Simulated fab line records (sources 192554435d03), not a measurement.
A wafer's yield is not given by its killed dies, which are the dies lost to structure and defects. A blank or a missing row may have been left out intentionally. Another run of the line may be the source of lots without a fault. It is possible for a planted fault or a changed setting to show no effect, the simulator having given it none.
Matching of chambers	flow n5Finfet	N5_ILD0_CMP_07 on cmp-03: 4 sister chambers
The step polishes SiO2 flowable, stops on poly-Si, t overpolish 1.18 s, target thk 138.88 nm. 8 wafers are shown with their chamber, then 7 later ones without.

== WAFERS WITH THEIR CHAMBER ==
wafer	chamber	motorCurrentA (A)	retainingRingPressureFrac
L356.3	3	11.3	1.002
L369.1	3	11.8	0.996
L369.2	1	10.9	0.999
L373.2	2	13.1	1.005
L373.4	0	10.7	0.995
L373.6	1	10.5	1.006
L375.2	2	13.5	1.000
L375.3	0	10.4	1.004

== WAFERS WITHOUT THEIR CHAMBER ==
wafer	motorCurrentA (A)	retainingRingPressureFrac
L375.5	11.4	0.996
L377.2	11.3	1.002
L377.3	12.6	0.999
L377.4	11.0	1.007
L378.2	11.6	1.001
L378.3	10.2	0.999
L378.6	11.1	0.999

== EACH ONE'S CHAMBER ==
wafer	from the rows above	in truth
L375.5	can't be placed: 3 or 1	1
L377.2	can't be placed: 3 or 1 or 0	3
L377.3	can't be placed: 2 or 3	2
L377.4	can't be placed: 1 or 0 or 3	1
L378.2	3	3
L378.3	can't be placed: 0 or 1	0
L378.6	can't be placed: 1 or 3 or 0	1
1 of 7 placed correctly. Cannot be placed on the basis of these rows: 6; the candidates contain the true chamber in 6. 0 placed wrongly.
How it was worked out, from the rows above alone: a wafer's distance from a chamber is the root of the sum, over the readings, of the square of ((its reading less the chamber's mean) divided by the reading's scatter). If the next closest chamber is less than 2 further off than the closest, the wafer can't be placed; otherwise it belongs to the closest. The mean given for a chamber averages the wafers shown for that chamber. How the scatter is found: for the shown wafers, subtract from each reading the mean of its chamber, square and add these, divide the total by (wafers less chambers), then take the root.
